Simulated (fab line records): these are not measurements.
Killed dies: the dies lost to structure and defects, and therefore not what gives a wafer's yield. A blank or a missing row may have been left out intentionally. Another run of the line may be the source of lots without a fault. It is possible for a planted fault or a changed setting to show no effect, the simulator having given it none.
Chamber matching :: flow n5-finfet :: N5_BEOL_M0_SAQP_SPACER2_ALD_26 on ald-sin-01: 4 sister chambers
The step deposits SiO2, target thk 15 nm, pulse time 1 s, purge time 2 s. 24 wafers are shown with their chamber, then 12 later ones without.

== WAFERS WITH THEIR CHAMBER ==
wafer: L075.1
chamber: 1
heater-power-w (W): 428
precursor-pulse-height-rel: 0.961

wafer: L075.3
chamber: 2
heater-power-w (W): 453
precursor-pulse-height-rel: 0.991

wafer: L075.6
chamber: 2
heater-power-w (W): 456
precursor-pulse-height-rel: 1.019

wafer: L074.4
chamber: 3
heater-power-w (W): 420
precursor-pulse-height-rel: 1.006

wafer: L074.5
chamber: 3
heater-power-w (W): 425
precursor-pulse-height-rel: 0.979

wafer: L074.6
chamber: 2
heater-power-w (W): 447
precursor-pulse-height-rel: 1.001

wafer: L077.1
chamber: 1
heater-power-w (W): 423
precursor-pulse-height-rel: 1.013

wafer: L077.2
chamber: 2
heater-power-w (W): 445
precursor-pulse-height-rel: 1.047

wafer: L077.6
chamber: 0
heater-power-w (W): 509
precursor-pulse-height-rel: 1.032

wafer: L078.3
chamber: 2
heater-power-w (W): 446
precursor-pulse-height-rel: 0.978

wafer: L078.4
chamber: 3
heater-power-w (W): 417
precursor-pulse-height-rel: 1.003

wafer: L078.5
chamber: 2
heater-power-w (W): 448
precursor-pulse-height-rel: 1.003

wafer: L079.1
chamber: 1
heater-power-w (W): 432
precursor-pulse-height-rel: 0.977

wafer: L079.4
chamber: 2
heater-power-w (W): 450
precursor-pulse-height-rel: 1.029

wafer: L079.5
chamber: 3
heater-power-w (W): 423
precursor-pulse-height-rel: 0.991

wafer: L080.2
chamber: 0
heater-power-w (W): 511
precursor-pulse-height-rel: 1.004

wafer: L080.3
chamber: 2
heater-power-w (W): 442
precursor-pulse-height-rel: 1.024

wafer: L080.5
chamber: 1
heater-power-w (W): 430
precursor-pulse-height-rel: 1.013

wafer: L083.1
chamber: 3
heater-power-w (W): 425
precursor-pulse-height-rel: 1.010

wafer: L083.3
chamber: 0
heater-power-w (W): 508
precursor-pulse-height-rel: 0.996

wafer: L083.4
chamber: 1
heater-power-w (W): 426
precursor-pulse-height-rel: 1.005

wafer: L086.3
chamber: 2
heater-power-w (W): 458
precursor-pulse-height-rel: 1.007

wafer: L086.5
chamber: 3
heater-power-w (W): 414
precursor-pulse-height-rel: 1.031

wafer: L086.6
chamber: 0
heater-power-w (W): 521
precursor-pulse-height-rel: 0.991

SIGNATURES (means of the wafers above)
reading: heater-power-w
chamber 0: 512.25
chamber 1: 427.80
chamber 2: 449.44
chamber 3: 420.67
scatter within a chamber: 4.9

reading: precursor-pulse-height-rel
chamber 0: 1.00575
chamber 1: 0.99380
chamber 2: 1.01100
chamber 3: 1.00333
scatter within a chamber: 0.0204
Rule: for each reading, subtract the chamber's mean from the wafer's reading, divide by that reading's scatter and square the result; add these up over the readings and take the root, which gives the wafer's distance from the chamber. If the next closest chamber is less than 2 further off than the closest, the wafer can't be placed; otherwise it belongs to the closest. The scatter is the square root of a quotient: the sum, over the shown wafers, of each reading's squared deviation from its chamber's mean, divided by wafers minus chambers.

== WAFERS WITH NO CHAMBER GIVEN ==
wafer: L091.3
heater-power-w (W): 458
precursor-pulse-height-rel: 1.010

wafer: L091.4
heater-power-w (W): 509
precursor-pulse-height-rel: 0.985

wafer: L091.5
heater-power-w (W): 514
precursor-pulse-height-rel: 1.017

wafer: L093.1
heater-power-w (W): 438
precursor-pulse-height-rel: 1.007

wafer: L093.4
heater-power-w (W): 504
precursor-pulse-height-rel: 0.990

wafer: L093.5
heater-power-w (W): 420
precursor-pulse-height-rel: 1.030

wafer: L092.4
heater-power-w (W): 452
precursor-pulse-height-rel: 1.012

wafer: L092.5
heater-power-w (W): 460
precursor-pulse-height-rel: 1.014

wafer: L092.6
heater-power-w (W): 420
precursor-pulse-height-rel: 0.972

wafer: L095.2
heater-power-w (W): 437
precursor-pulse-height-rel: 0.987

wafer: L095.3
heater-power-w (W): 455
precursor-pulse-height-rel: 0.986

wafer: L095.6
heater-power-w (W): 435
precursor-pulse-height-rel: 1.008

== EACH ONE'S CHAMBER ==
wafer: L091.3
from the rows above: 2
in truth: 2

wafer: L091.4
from the rows above: 0
in truth: 0

wafer: L091.5
from the rows above: 0
in truth: 0

wafer: L093.1
from the rows above: can't be placed: 1 or 2 or 3
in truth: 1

wafer: L093.4
from the rows above: 0
in truth: 0

wafer: L093.5
from the rows above: can't be placed: 3 or 1
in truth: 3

wafer: L092.4
from the rows above: 2
in truth: 2

wafer: L092.5
from the rows above: 2
in truth: 2

wafer: L092.6
from the rows above: can't be placed: 3 or 1
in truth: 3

wafer: L095.2
from the rows above: can't be placed: 1 or 2 or 3
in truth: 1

wafer: L095.3
from the rows above: 2
in truth: 2

wafer: L095.6
from the rows above: can't be placed: 1 or 3 or 2
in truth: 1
Correctly placed: 7 of 12. Cannot be placed on the basis of these rows: 5; the candidates contain the true chamber in 5. Number placed wrongly: 0.
